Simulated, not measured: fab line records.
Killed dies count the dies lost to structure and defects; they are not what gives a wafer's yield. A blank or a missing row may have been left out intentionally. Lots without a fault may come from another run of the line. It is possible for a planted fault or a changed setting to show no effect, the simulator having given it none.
Struck lot and sound lot, side by side || flow nand-harc || 13 out of 1302 route steps
Sound: these wafers, L514.1, L514.5, L514.6. Wafers struck: L522.1, L522.3, L522.6. The cause is given at the end.
At each step with rows: each side's tool, then ch and its chambers, then its first start. Under that, the readings that differ: sound wafers || struck wafers || difference of the means || sigmas: that difference in standard deviations of wafers without a fault.
alike: readings whose means differ by less than 2 such deviations, and words and numbers that are the same on both sides. not compared: withheld readings, readings that some wafer has no value for, bounds like >300 that may hide the same value, and numbers for which the record gives no deviation and whose values overlap.
The two part at a step that has a row with sigmas, a row that says differs or no value, or rows on one side only. When numbers do not overlap yet have no deviation, they are printed without sigmas and do not part them. A reading that every wafer of one side lacks parts them only if that side has two wafers or more.

first, 2 steps without rows for these wafers: NHARC_A_SIN_REMOVE_PRECLEAN_01 (cleans in SC1); NHARC_A_SIN_REMOVE_SRD_02.
NHARC_A_SIN_REMOVE_INSPECT_04:
  sound: defect-inspect-02 at day 24 09:32; struck: defect-inspect-01 at day 26 23:23
{"reading": "raw-defect-count", "sound": "335 227 312", "struck": "514 465 536", "difference": "+214", "sigmas": "+3"}
NHARC_A_WL_FILL_ALD_00: deposits Al2O3, target thk 3 nm, pulse time 3 s, ald cycles 30.
  sound on ald-hk-03 ch 0,2,3, day 24 09:40; struck on ald-hk-02 ch 0,2, day 26 23:29
  alike: heater-power-w, precursor-pulse-height-rel
NHARC_A_WL_FILL_RTA_01: time 5 s.
  sound on rtp-anneal-02 ch 0, day 24 09:51; struck on rtp-anneal-01 ch 0, day 26 23:52
{"reading": "lamp_zone_1_pct (%)", "sound": "26.7 26.7 26.7", "struck": "31.1 31.2 31.1", "difference": "+4.4", "sigmas": "+2"}
  alike: lamp-power-pct, wafer_temp_C_max
then, 1 step without rows for these wafers: NHARC_A_WL_FILL_ALD_02 (deposits TiN, target thk 2 nm, pulse time 3 s, ald cycles 100).
NHARC_A_WL_FILL_CVD_03: deposits W, target thk 40 nm, time 279 s.
  sound on cvd-w-01 ch 0,1, day 24 10:41; struck on cvd-w-01 ch 0,1, day 27 00:31
  alike: heater-power-w, throttle-valve-pct
NHARC_A_WL_FILL_ETCHBACK_04: etches the open film in NF3, target depth 60 nm, time 120 s.
  sound on rie-metal-03 ch 0, day 24 11:00; struck on rie-metal-03 ch 0,1, day 27 00:55
  alike: drypump-motor-current-A, oes-product-au
  not compared: rf-hours-counter-h
then, 1 step without rows for these wafers: NHARC_A_WL_FILL_ETCHBACK_05 (etches the open film in Cl2/BCl3, target depth 22 nm, time 60 s).
NHARC_A_WL_FILL_STRIP_27: strips in N2/H2, time 20 s.
  sound on plasma-asher-02 ch 0,1, day 24 11:40; struck on plasma-asher-02 ch 0,1, day 27 01:16
  alike: drypump-motor-current-A, heater-power-w, temp-c
  not compared: rf-hours-counter-h
NHARC_A_WL_FILL_STRIP_28: strips in post etch residue remover, time 1200 s.
  sound on wet-bench-06 ch 2,5,6, day 24 11:50; struck on wet-bench-06 ch 0,6,7, day 27 01:28
  no value came back on the struck wafers for bath-guard-temp-C (C), bath-heat-duty-pct (%), temp-c (C); on the sound wafers bath-guard-temp-C (C) reads 72.7 72.5 71.9
then, 1 step without rows for these wafers: NHARC_A_WL_FILL_PRECLEAN_06 (cleans in DIW, time 300 s).
-- the record jumps here: 4 days lie between the struck wafers' starts before and after (it left off in module A_WL_FILL and takes up again in module END, whose first step shown is number 1302 of the route) --
NHARC_END_SORT_01:
  sound on prober-01 ch 0, day 28 16:05; struck on prober-02 ch 0, day 31 06:00
{"reading": "killed-at-other", "sound": "3 2 3", "struck": 0, "difference": -3, "sigmas": -2}
{"reading": "killed-at-periphery", "sound": "3 2 2", "struck": 7, "difference": "+5", "sigmas": "+2"}
  alike: killed-at-array, killed-dies, killed-open, killed-short

WHERE THEY PART
Earliest at NHARC_A_SIN_REMOVE_INSPECT_04; latest, in this record, at NHARC_END_SORT_01.

WHY: what the simulator had put in
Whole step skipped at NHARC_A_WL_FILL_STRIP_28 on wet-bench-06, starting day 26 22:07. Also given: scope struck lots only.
